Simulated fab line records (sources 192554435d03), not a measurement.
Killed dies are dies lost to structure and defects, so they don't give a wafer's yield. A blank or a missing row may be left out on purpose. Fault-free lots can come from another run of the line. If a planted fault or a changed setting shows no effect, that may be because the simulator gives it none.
Chamber matching ; flow n5Finfet ; N5_FIN_SAQP_HM_DEP_03 on pecvd-02: 3 sister chambers
The step deposits SiNx from SiH4/NH3/N2, target thk 38 nm, time 33.6 s. 20 wafers are shown with their chamber, then 10 later ones without.

== WAFERS WITH THEIR CHAMBER ==
wafer;chamber;throttleValvePct (%);showerheadPlenumPTorr (Torr);showerheadVppV (V)
L074.1;1;43.1;5.25;1110
L074.3;2;37.7;5.19;1157
L074.5;2;37.4;5.20;1156
L076.1;1;43.2;5.24;1107
L076.2;0;42.1;5.03;1212
L076.4;0;41.9;5.05;1222
L079.1;1;43.5;5.24;1108
L079.3;2;37.7;5.20;1166
L079.5;2;37.6;5.20;1155
L081.2;0;42.1;5.02;1213
L081.5;2;37.5;5.19;1171
L081.6;1;43.1;5.26;1087
L083.3;0;42.0;5.03;1206
L083.4;2;37.9;5.21;1160
L083.5;1;43.1;5.25;1113
L084.2;0;41.8;5.04;1197
L084.4;2;37.6;5.21;1159
L084.5;0;41.9;5.05;1198
L086.2;2;37.7;5.20;1168
L086.3;1;43.3;5.25;1106

SIGNATURES (means of the wafers above)
reading;chamber 0;chamber 1;chamber 2;scatter within a chamber
throttleValvePct;41.967;43.217;37.638;0.146
showerheadPlenumPTorr;5.0367;5.2483;5.2000;0.00913
showerheadVppV;1208.00;1105.17;1161.50;8.2
Rule: distance of a wafer from a chamber = root of the sum over the readings of ((wafer's reading minus chamber's mean) / reading's scatter) squared. The wafer belongs to the nearest chamber; if the next one is less than 2 further off, it can't be placed. The scatter: take each reading less its chamber's mean, square it, sum over the shown wafers, divide by the number of wafers less the number of chambers, and take the root.

== WAFERS WITHOUT THEIR CHAMBER ==
wafer;throttleValvePct (%);showerheadPlenumPTorr (Torr);showerheadVppV (V)
L086.4;43.3;5.24;1087
L089.2;42.1;5.04;1213
L089.3;37.8;5.20;1136
L089.5;41.8;5.03;1201
L091.1;38.0;5.21;1146
L091.3;43.3;5.25;1095
L091.6;43.4;5.25;1095
L097.1;41.7;5.04;1219
L097.2;43.3;5.26;1091
L097.5;43.6;5.25;1102

== THE CHAMBER EACH PASSED THROUGH ==
wafer;from the rows above;in truth
L086.4;1;1
L089.2;0;0
L089.3;2;2
L089.5;0;0
L091.1;2;2
L091.3;1;1
L091.6;1;1
L097.1;0;0
L097.2;1;1
L097.5;1;1
Placed correctly: 10 of 10. Not placeable from these rows: 0. Placed wrongly: 0.
